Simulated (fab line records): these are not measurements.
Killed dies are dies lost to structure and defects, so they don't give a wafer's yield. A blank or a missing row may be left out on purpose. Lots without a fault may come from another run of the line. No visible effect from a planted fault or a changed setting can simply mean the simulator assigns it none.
A lot that was struck, set against a sound lot :: flow nandHarc :: 13 steps out of a route of 1302
Sound: the wafers L426.1, L426.2, L426.4. Struck: wafer L438.1 (L438.5, L438.6, from the same lot, were not struck and are left out); the cause is given at the end.
For every step that has rows: the tool of each side, followed by ch and its chambers, followed by its first start. Under that, the readings that differ: sound wafers :: struck wafers :: difference of the means :: sigmas: that difference in standard deviations of wafers without a fault.
alike: same words and numbers on both sides, and readings whose means sit less than 2 such deviations apart. not compared: any withheld reading, any reading some wafer has no value for, any bound like >300 that may hide the same value, and any number with overlapping values for which the record gives no deviation.
The two part at a step that has a row with sigmas, a row that says differs or no value, or rows on one side only. When numbers do not overlap yet have no deviation, they are printed without sigmas and do not part them. A reading that every wafer of one side lacks parts them only if that side has two wafers or more.

NHARC_A_SLIT_ETCH_26: etches the open film in C4F8/O2/Ar, time 90 s, target depth 400 nm.
  sound on harEtch-01 ch 0,1, day 20 15:07; struck on harEtch-02 ch 1, day 25 17:53
  alike: chamberPressureMTorr, drypumpMotorCurrentA, showerheadPlenumPTorr, throttleValvePct
  not compared: rfHoursCounterH
then, 1 step without rows for these wafers: NHARC_A_SLIT_STRIP_28 (strips in O2/COS).
NHARC_A_SLIT_ETCH_29: etches the open film in CF4/O2, target depth 100 nm, overetch 10 nm, time 55 s.
  sound on rieDiel-03 ch 0,2,3, day 20 15:59; struck on rieDiel-03 ch 3, day 25 18:45
reading: rfHoursCounterH (h)
sound: 0.0 0.1 0.1
struck: 4.6
difference: +4.5
sigmas: 
  alike: biasW, chamberPressureMTorr, drypumpMotorCurrentA, oesProductAu, rfVppV, showerheadPlenumPTorr, throttleValvePct
NHARC_A_SLIT_STRIP_18: strips in O2.
  sound on rieDiel-03 ch 1,2,3; struck on rieDiel-03 ch 1
reading: rfHoursCounterH (h)
sound: 0.1 0.1 0.1
struck: 6.6
difference: +6.5
sigmas: 
  alike: chamberPressureMTorr, drypumpMotorCurrentA, oesProductAu, rfVppV, showerheadPlenumPTorr, throttleValvePct
then, 2 steps without rows for these wafers: NHARC_A_SLIT_PRECLEAN_19 (cleans in SC1); NHARC_A_SLIT_SRD_20.
NHARC_A_SLIT_CD_MEAS_21:
  sound: cdSem-01 at day 20 16:32; struck: cdSem-03 at day 25 19:17
  alike: cdNm
then, 3 steps without rows for these wafers: NHARC_A_SIN_REMOVE_WET_00 (chemistry H3PO4, time 15300 s); NHARC_A_SIN_REMOVE_PRECLEAN_01 (cleans in SC1); NHARC_A_SIN_REMOVE_SRD_02.
NHARC_A_SIN_REMOVE_INSPECT_04:
  sound: defectInspect-01 at day 20 23:08; struck: defectInspect-02 at day 26 02:11
  alike: rawDefectCount
NHARC_A_WL_FILL_ALD_00: deposits Al2O3, target thk 3 nm, pulse time 3 s, ald cycles 30.
  sound on aldHk-04 ch 0,2,3, day 20 23:12; struck on aldHk-03 ch 1, day 26 02:18
reading: aldCycles
sound: 30 30 30
struck: 23
difference: -7
sigmas: 

reading: sinceWetCleanH (h)
sound: 36 36 36
struck: 18
difference: -18
sigmas: 
  alike: heaterPowerW, precursorPulseHeightRel
NHARC_A_WL_FILL_RTA_01: time 5 s.
  sound on rtpAnneal-01 ch 0, day 20 23:37; struck on rtpAnneal-01 ch 0, day 26 02:31
  alike: lampPowerPct, wafer_temp_C_max

## WHERE THEY PART
Nowhere in this record.

WHY: what had been put in by the simulator
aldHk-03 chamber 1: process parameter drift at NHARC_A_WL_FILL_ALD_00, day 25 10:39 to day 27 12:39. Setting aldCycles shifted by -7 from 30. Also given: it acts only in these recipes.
